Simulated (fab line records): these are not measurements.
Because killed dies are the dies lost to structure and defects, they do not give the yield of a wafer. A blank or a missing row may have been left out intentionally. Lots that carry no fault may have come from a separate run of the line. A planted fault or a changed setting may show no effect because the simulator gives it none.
The tool behind it: which one? ; flow nandHarc ; at 1 step of a route of 1302, 11 lots with 31 wafers sampled

## WHAT THE GAUGES READ, wafer by wafer
NHARC_A_SGD_CUT_INSPECT_25.
lot;measured;on;rawDefectCount
L333;day 19 19:14;defectInspect-01;386 299 319
L336;day 20 16:10;defectInspect-01;375 300 295
L335;day 20 16:20;defectInspect-02;487 422 509
L339;day 21 13:25;defectInspect-01;346 345 277
L340;day 22 17:25;defectInspect-02;349 380 341
L344;day 23 22:11;defectInspect-02;355 324 356
L347;day 25 12:50;defectInspect-01;365
L348;day 25 12:50;defectInspect-02;432 497 513
L351;day 26 16:32;defectInspect-01;409 319 303
L352;day 27 09:44;defectInspect-02;887 611 417
L354;day 29 00:01;defectInspect-02;429 466 473

## WHAT TOOL EACH LOT RAN ON (gives the tool, then ch and the chambers of the sampled wafers, and finally the start)
The record holds no process step before these readings.

## THE ANSWER, worked out from the rows above alone
Rule: what is usual is taken from the lots themselves. Put in order of their means at a reading, lots are off if they are a third of the lots or fewer, leave a main group of 4 or more, and stand apart from it by a gap of 3 or more times the standard deviation of the main group's means; of several such gaps the widest counts. A main group is skipped when, at the precision printed for the reading in the tables above, its means are all equal. Also off: a lot with no number at a reading for which 4 or more lots have one. Where the step has rows for the other lots, those lots are counted as sound.
None of the lots is off at any reading shown; this tells nothing.

## WHAT THE SIMULATOR HAD INSERTED
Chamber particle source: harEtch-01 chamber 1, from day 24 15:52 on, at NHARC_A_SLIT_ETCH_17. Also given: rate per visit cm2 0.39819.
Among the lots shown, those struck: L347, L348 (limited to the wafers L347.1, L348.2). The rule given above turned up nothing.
